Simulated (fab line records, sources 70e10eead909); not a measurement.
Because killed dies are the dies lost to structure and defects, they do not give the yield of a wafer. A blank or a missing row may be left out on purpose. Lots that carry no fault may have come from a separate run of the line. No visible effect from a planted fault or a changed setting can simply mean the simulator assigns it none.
Matching of chambers -- flow nand harc -- NHARC_A_WL_FILL_STRIP_29 on rie diel-13 has 4 sister chambers
The step strips in O2, time 20 s. 4 wafers are shown with their chamber, then 11 later ones without.

## WAFERS PAIRED WITH THEIR CHAMBERS
wafer,chamber,drypump motor current A (A)
L089.5,2,6.1
L088.3,3,6.1
L088.5,1,5.9
L090.1,0,6.8

## WAFERS WITHOUT THEIR CHAMBER
wafer,drypump motor current A (A)
L090.3,6.1
L090.6,5.9
L095.2,6.1
L095.5,6.0
L095.6,6.8
L097.3,6.8
L097.4,6.1
L097.6,6.8
L096.3,5.9
L096.4,6.1
L096.5,6.1

## THE CHAMBER EACH PASSED THROUGH
wafer,from the rows above,in truth
L090.3,can't be placed: 2 or 3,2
L090.6,1,1
L095.2,can't be placed: 2 or 3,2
L095.5,can't be placed: 1 or 2 or 3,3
L095.6,0,0
L097.3,0,0
L097.4,can't be placed: 2 or 3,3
L097.6,0,0
L096.3,1,1
L096.4,can't be placed: 2 or 3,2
L096.5,can't be placed: 2 or 3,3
5 of 11 placed correctly. These rows do not allow placing 6 (true chamber among the candidates in 6). 0 placed wrongly.
How it was worked out, from the rows above alone: a wafer's distance from a chamber is the root of the sum, over the readings, of the square of ((its reading less the chamber's mean) divided by the reading's scatter). The wafer belongs to the nearest chamber; if the next one is less than 2 further off, it can't be placed. For every chamber, the mean is computed from those of its wafers that are shown. The scatter: root of mean squared gap, hidden wafer to nearest shown wafer, with one shown wafer a chamber.
